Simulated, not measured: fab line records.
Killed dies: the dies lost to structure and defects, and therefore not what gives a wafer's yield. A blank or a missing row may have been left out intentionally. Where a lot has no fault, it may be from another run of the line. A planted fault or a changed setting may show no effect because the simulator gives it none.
A lot that was struck, set against a sound lot -- flow n5-finfet -- 15 steps out of a route of 1938
Sound: these wafers, L128.1, L128.5, L128.6. Wafers L134.2, L134.3, L134.6 were the ones struck. Last of all comes the cause.
For every step that has rows: the tool of each side, followed by ch and its chambers, followed by its first start. Under that, the readings that differ: sound wafers -- struck wafers -- difference of the means -- sigmas: that difference in standard deviations of wafers without a fault.
alike: readings with means less than 2 such deviations apart, plus words and numbers identical on both sides. not compared: withheld readings, readings lacking a value on some wafer, bounds such as >300 that could conceal the same value, and numbers that have no deviation in the record and whose values overlap.
Wherever a step has rows on one side only, a row that says differs or no value, or a row with sigmas, the two part there. Numbers that have no deviation but don't overlap get no sigmas and don't part them. Lack of a reading on every wafer of one side parts them only where that side has two or more wafers.

first, 4 steps without rows for these wafers: N5_MOL_CONTACT_COAG_SOFTBAKE_79 (time 60 s); N5_MOL_CONTACT_COAG_EXPOSE_81 (exposes mask VG, defocus 0 nm); N5_MOL_CONTACT_COAG_PEB_82 (peb time 60 s); N5_MOL_CONTACT_COAG_DEVELOP_83 (develop time 30 s).
N5_MOL_CONTACT_COAG_CD_MEAS_84: the cd target is 25.1 nm.
  sound on cd-sem-01 ch 0, day 7 00:35; struck on cd-sem-03 ch 0, day 8 15:25
  alike: cd-nm
N5_MOL_CONTACT_COAG_OVL_MEAS_85:
  sound on overlay-02 ch 0, day 7 00:37; struck on overlay-02 ch 0, day 8 15:27
  alike: VG_OVL
N5_MOL_CONTACT_COAG_INSPECT_57: inspects for defects (brightfield).
  sound: defect-inspect-01 at day 7 00:40; struck: defect-inspect-01 at day 8 15:30
  alike: raw-defect-count
N5_MOL_CONTACT_COAG_DESCUM_88: chemistry O2, time 7 s.
  sound on rie-diel-02 ch 0,2,3, day 7 00:42; struck on rie-diel-04 ch 0,3, day 8 15:32
  alike: drypump-motor-current-A, o2-flow-sccm, oes-product-au, rf-vpp-V, showerhead-plenum-p-Torr, throttle-valve-pct
  not compared: rf-hours-counter-h
N5_MOL_CONTACT_COAG_ETCH_89: etches underlayer in N2/H2, target depth 13 nm, time 10.4 s.
  sound on rie-diel-02 ch 0,2,3, day 7 00:44; struck on rie-diel-04 ch 0,3, day 8 15:34
  alike: drypump-motor-current-A, etch-rf-on-time-s, oes-product-au, rf-vpp-V, showerhead-plenum-p-Torr, throttle-valve-pct
  not compared: rf-hours-counter-h
N5_MOL_CONTACT_COAG_ETCH_90: etches SiARC in CF4, target depth 13 nm, time 21.7 s.
  sound on rie-diel-02 ch 0,2,3, day 7 00:46; struck on rie-diel-04 ch 0,3, day 8 15:35
  alike: drypump-motor-current-A, etch-rf-on-time-s, oes-product-au, rf-vpp-V, showerhead-plenum-p-Torr, throttle-valve-pct
  not compared: rf-hours-counter-h
N5_MOL_CONTACT_COAG_ALD_131: deposits SiO2, target thk 5 nm, pulse time 1 s, co reactant pulse time 1 s.
  sound on ald-sin-04 ch 0,3, day 7 00:50; struck on ald-sin-04 ch 2,3, day 8 16:23
  alike: heater-power-w, precursor-pulse-height-rel
  not compared: since-wet-clean-h
N5_MOL_CONTACT_COAG_ETCHBACK_132: etches SiO2 in CHF3, target depth 10 nm, time 6.7 s.
  sound on rie-diel-06 ch 1,2, day 7 01:01; struck on rie-diel-04 ch 2,3, day 8 16:34
  alike: drypump-motor-current-A, oes-product-au, rf-vpp-V, showerhead-plenum-p-Torr, throttle-valve-pct
  not compared: rf-hours-counter-h
N5_MOL_CONTACT_COAG_ETCH_91: etches SOC in N2/H2, target depth 60 nm, overetch 21 nm, time 101.2 s.
  sound on rie-diel-06 ch 1,2, day 7 01:03; struck on rie-diel-04 ch 2,3, day 8 16:36
reading,sound,struck,difference,sigmas
model.SiARC_of_MOL_CONTACT_COAG_COAT_76.thk-nm (nm),6 6 6,6.4 6.4 6.4,+0.4,
  alike: drypump-motor-current-A, oes-product-au, rf-vpp-V, showerhead-plenum-p-Torr, throttle-valve-pct
  not compared: rf-hours-counter-h
then, 1 step without rows for these wafers: N5_MOL_CONTACT_COAG_STRIP_92 (strips in N2/H2).
N5_PASSIVATION_PROBE_49:
  the record has rows for the sound wafers here (prober-02, day 14 19:59) and none for the struck ones

== WHERE THEY PART ==
Only at N5_PASSIVATION_PROBE_49, within this record.

WHY: the cause the simulator had injected
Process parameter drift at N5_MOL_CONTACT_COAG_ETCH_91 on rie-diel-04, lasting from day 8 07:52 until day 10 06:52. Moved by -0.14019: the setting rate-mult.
